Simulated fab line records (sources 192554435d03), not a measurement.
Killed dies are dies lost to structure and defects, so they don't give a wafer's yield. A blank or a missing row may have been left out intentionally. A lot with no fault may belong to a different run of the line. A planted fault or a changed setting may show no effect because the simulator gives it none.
Matching of chambers	flow n5_finfet	ald_metal-04 running N5_BEOL_M1_ALD_84: 4 sister chambers
The step deposits TaN, pulse time 2 s, purge time 3 s, co reactant purge time 2 s. 8 wafers are shown with their chamber, then 9 later ones without.

EACH WAFER AND ITS CHAMBER
wafer	chamber	heater_power_w (W)
L078.3	2	347
L078.5	0	440
L079.6	0	434
L081.2	1	448
L081.5	3	359
L085.2	3	350
L085.4	1	454
L085.6	2	354

WAFERS WITH NO CHAMBER GIVEN
wafer	heater_power_w (W)
L095.2	439
L095.5	341
L095.6	449
L092.2	446
L092.4	357
L092.6	450
L097.1	451
L097.3	353
L097.6	433

CHAMBER TAKEN BY EACH
wafer	from the rows above	in truth
L095.2	can't be placed: 0 or 1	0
L095.5	can't be placed: 2 or 3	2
L095.6	can't be placed: 1 or 0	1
L092.2	can't be placed: 1 or 0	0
L092.4	can't be placed: 3 or 2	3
L092.6	1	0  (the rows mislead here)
L097.1	1	1
L097.3	can't be placed: 3 or 2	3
L097.6	0	0
Correct placement for 2 of the 9. Unplaceable from these rows: 6, with the true chamber sitting among the candidates in 6. Placed wrongly: 1.
How it was worked out, from the rows above alone: a wafer's distance from a chamber is the root of the sum, over the readings, of the square of ((its reading less the chamber's mean) divided by the reading's scatter). The wafer belongs to the nearest chamber; if the next one is less than 2 further off, it can't be placed. A chamber's mean is the mean of its shown wafers. The scatter: the root of (the sum of the squares of (reading less its chamber's mean) over the shown wafers, divided by (wafers less chambers)).
